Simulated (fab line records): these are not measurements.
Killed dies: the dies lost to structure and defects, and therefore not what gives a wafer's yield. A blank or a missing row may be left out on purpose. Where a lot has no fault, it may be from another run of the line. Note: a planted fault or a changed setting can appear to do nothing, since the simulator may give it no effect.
Split-lot study	flow n5 finfet	21 wafers read across 7 lots, on a route 1938 steps long

ABOUT THE SPLIT
At N5_BEOL_M10_ETCH_41 (etches SiCN in CH3F/O2, target depth 42.6 nm, time 86 s), the setting source w was moved away from the recipe's 395 W on 3 of the 21 wafers read, by +17.9%. The other wafers ran this setting at the recipe's value.

Reading taken at the split's own step.

THE READING
rf vpp V, in V, at N5_BEOL_M10_ETCH_41 (etches SiCN in CH3F/O2, target depth 42.6 nm, time 86 s). On this fab line, fault-free wafers typically give 296.9 V with a standard deviation of 1.5 V.

wafer	tool, chamber at the split	source w as run, W	against the recipe	rf vpp V, V	against lot-mates on the recipe
L076.3	rie diel-01, 0	395	recipe	297.6	-
L076.4	rie diel-01, 1	395	recipe	299.0	-
L076.5	rie diel-01, 3	395	recipe	295.8	-
L079.1	rie diel-02, 3	395	recipe	297.6	-
L079.5	rie diel-02, 0	395	recipe	296.5	-
L079.6	rie diel-02, 3	395	recipe	299.8	-
L085.1	rie diel-02, 0	395	recipe	295.5	-
L085.3	rie diel-02, 1	395	recipe	294.8	-
L085.5	rie diel-02, 0	395	recipe	296.9	-
L087.3	rie diel-01, 0	395	recipe	295.3	-
L087.4	rie diel-01, 3	395	recipe	294.6	-
L087.5	rie diel-01, 1	395	recipe	299.1	-
L086.1	rie diel-04, 3	395	recipe	299.2	-
L086.2	rie diel-04, 2	395	recipe	296.3	-
L086.3	rie diel-04, 0	395	recipe	296.0	-
L089.1	rie diel-02, 3	395	recipe	299.6	-
L089.4	rie diel-02, 2	395	recipe	295.3	-
L089.5	rie diel-02, 1	395	recipe	295.7	-
L088.3	rie diel-04, 3	465.6	+17.9%	281.5	no lot-mate on the recipe
L088.4	rie diel-04, 2	465.6	+17.9%	281.4	no lot-mate on the recipe
L088.5	rie diel-04, 1	465.6	+17.9%	279.1	no lot-mate on the recipe

FIT RESULTS
A straight line over all 21 wafers: rf vpp V changes by -0.909 V for each +1% of source w; r = -0.96; the points scatter about the line by 1.7 V.
Too few moved wafers with a lot-mate on the recipe to fit a line net of each lot's own level.
Tool readings at the split's step, against how far the setting was moved: rf vpp V r = -0.96.

FILE'S OWN FIT
rf vpp V changes by -0.909 V for each +1% of source w, r = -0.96.
